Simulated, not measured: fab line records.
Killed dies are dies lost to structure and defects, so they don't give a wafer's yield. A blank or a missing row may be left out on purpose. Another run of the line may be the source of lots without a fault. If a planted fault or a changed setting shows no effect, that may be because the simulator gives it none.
Split-lot experiment || flow n5_finfet || 21 wafers read from 7 lots, route of 1938 steps

THE SPLIT
At N5_ZERO_LAYER_EXPOSE_08 (exposes mask ZERO, defocus 0 nm, target cd 2000 nm), the setting dose_mj was moved away from the recipe's 16.2 on 8 of the 21 wafers read, by -6.7% to +3.1%. All remaining wafers had this setting at the recipe value.

FROM THE SPLIT TO THE READING: what the file shows between them, 3 steps
- N5_ZERO_LAYER_PEB_09
- N5_ZERO_LAYER_DEVELOP_10: develop time 60 s
- N5_ZERO_LAYER_HARDBAKE_23: time 120 s

THE READING
cd_nm at N5_ZERO_LAYER_CD_MEAS_11, given in nm (cd target 2000 nm). On this fab line, fault-free wafers typically give 2000.3 nm with a standard deviation of 1.5 nm.

{"wafer": "L075.3", "tool, chamber at the split": "krf_scanner-02, 0", "dose_mj as run": 16.2, "against the recipe": "recipe", "cd_nm, nm": 1998.4, "against lot-mates on the recipe": "-"}
{"wafer": "L075.5", "tool, chamber at the split": "krf_scanner-02, 0", "dose_mj as run": 16.2, "against the recipe": "recipe", "cd_nm, nm": 1999.0, "against lot-mates on the recipe": "-"}
{"wafer": "L075.6", "tool, chamber at the split": "krf_scanner-02, 0", "dose_mj as run": 15.37, "against the recipe": "-5.1%", "cd_nm, nm": 1988.8, "against lot-mates on the recipe": -9.9}
{"wafer": "L077.2", "tool, chamber at the split": "krf_scanner-01, 0", "dose_mj as run": 16.67, "against the recipe": "+2.9%", "cd_nm, nm": 2004.4, "against lot-mates on the recipe": "+5.1"}
{"wafer": "L077.3", "tool, chamber at the split": "krf_scanner-01, 0", "dose_mj as run": 16.2, "against the recipe": "recipe", "cd_nm, nm": 2000.3, "against lot-mates on the recipe": "-"}
{"wafer": "L077.6", "tool, chamber at the split": "krf_scanner-01, 0", "dose_mj as run": 16.2, "against the recipe": "recipe", "cd_nm, nm": 1998.4, "against lot-mates on the recipe": "-"}
{"wafer": "L079.1", "tool, chamber at the split": "krf_scanner-02, 0", "dose_mj as run": 16.7, "against the recipe": "+3.1%", "cd_nm, nm": 2007.2, "against lot-mates on the recipe": "+7.4"}
{"wafer": "L079.3", "tool, chamber at the split": "krf_scanner-02, 0", "dose_mj as run": 16.2, "against the recipe": "recipe", "cd_nm, nm": 1999.8, "against lot-mates on the recipe": "-"}
{"wafer": "L079.6", "tool, chamber at the split": "krf_scanner-02, 0", "dose_mj as run": 16.7, "against the recipe": "+3.1%", "cd_nm, nm": 2006.5, "against lot-mates on the recipe": "+6.7"}
{"wafer": "L085.2", "tool, chamber at the split": "krf_scanner-01, 0", "dose_mj as run": 16.2, "against the recipe": "recipe", "cd_nm, nm": 1999.3, "against lot-mates on the recipe": "-"}
{"wafer": "L085.5", "tool, chamber at the split": "krf_scanner-01, 0", "dose_mj as run": 15.29, "against the recipe": "-5.6%", "cd_nm, nm": 1990.1, "against lot-mates on the recipe": -9.2}
{"wafer": "L085.6", "tool, chamber at the split": "krf_scanner-01, 0", "dose_mj as run": 15.29, "against the recipe": "-5.6%", "cd_nm, nm": 1986.9, "against lot-mates on the recipe": -12.4}
{"wafer": "L089.3", "tool, chamber at the split": "krf_scanner-01, 0", "dose_mj as run": 16.2, "against the recipe": "recipe", "cd_nm, nm": 1999.6, "against lot-mates on the recipe": "-"}
{"wafer": "L089.4", "tool, chamber at the split": "krf_scanner-01, 0", "dose_mj as run": 16.2, "against the recipe": "recipe", "cd_nm, nm": 2000.0, "against lot-mates on the recipe": "-"}
{"wafer": "L089.6", "tool, chamber at the split": "krf_scanner-01, 0", "dose_mj as run": 16.2, "against the recipe": "recipe", "cd_nm, nm": 1999.6, "against lot-mates on the recipe": "-"}
{"wafer": "L091.1", "tool, chamber at the split": "krf_scanner-02, 0", "dose_mj as run": 16.2, "against the recipe": "recipe", "cd_nm, nm": 2001.0, "against lot-mates on the recipe": "-"}
{"wafer": "L091.4", "tool, chamber at the split": "krf_scanner-02, 0", "dose_mj as run": 15.11, "against the recipe": "-6.7%", "cd_nm, nm": 1990.2, "against lot-mates on the recipe": -10.8}
{"wafer": "L091.6", "tool, chamber at the split": "krf_scanner-02, 0", "dose_mj as run": 15.11, "against the recipe": "-6.7%", "cd_nm, nm": 1986.2, "against lot-mates on the recipe": -14.8}
{"wafer": "L096.1", "tool, chamber at the split": "krf_scanner-01, 0", "dose_mj as run": 16.2, "against the recipe": "recipe", "cd_nm, nm": 2000.6, "against lot-mates on the recipe": "-"}
{"wafer": "L096.5", "tool, chamber at the split": "krf_scanner-01, 0", "dose_mj as run": 16.2, "against the recipe": "recipe", "cd_nm, nm": 1999.8, "against lot-mates on the recipe": "-"}
{"wafer": "L096.6", "tool, chamber at the split": "krf_scanner-01, 0", "dose_mj as run": 16.2, "against the recipe": "recipe", "cd_nm, nm": 1999.9, "against lot-mates on the recipe": "-"}

THE FIT
A straight line over all 21 wafers: cd_nm changes by +1.91 nm for each +1% of dose_mj; r = +0.98; the points scatter about the line by 1.2 nm.
The same after taking each lot's own level away (the mean of its wafers on the recipe; 21 wafers): +1.95 nm for each +1%; r = +0.99; scatter 0.98 nm.
The reading moves by 13 nm for the largest change in dose_mj, on that fit.
The lots' own levels span 1998.70 to 2001.00 nm, that is 1.5 times the standard deviation above.
The two slopes agree, so the slope changes little with the lot-to-lot level.
Check: for one of the wafers moved furthest among these (-6.7%), held out of the fit, the line's prediction against its lot-mates is -13.7 nm. Against them it came out at -10.8 nm.

THESE WAFERS: OTHER SPLITS
Other splits were also applied to these wafers ahead of the reading. Each is held against what the fit with the lots' levels taken away leaves over:
{"other split on the same wafers": "N5_ZERO_LAYER_COAT_05 spin_rpm", "wafers away from the commonest value": 7, "r with cd_nm (lot level and that fit taken away)": "+0.52"}

THE WHOLE CHAIN: every reading that the file lists as answering this split, in the file's order
{"step": "N5_ZERO_LAYER_CD_MEAS_11", "what it does": "target cd 2000 nm", "reading": "cd_nm", "change (the file's fit)": "+1.94 nm for each +1% of the setting", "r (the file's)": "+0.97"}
{"step": "N5_ZERO_LAYER_DESCUM_16", "what it does": "chemistry O2, time 7.9 s", "reading": "ZERO_LAYER.cd_nm (the simulator's own value, which no gauge read)", "change (the file's fit)": "+1.95 nm for each +1% of the setting", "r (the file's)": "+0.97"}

THE FILE'S OWN FIT
cd_nm changes by +1.94 nm for each +1% of dose_mj, r = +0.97.
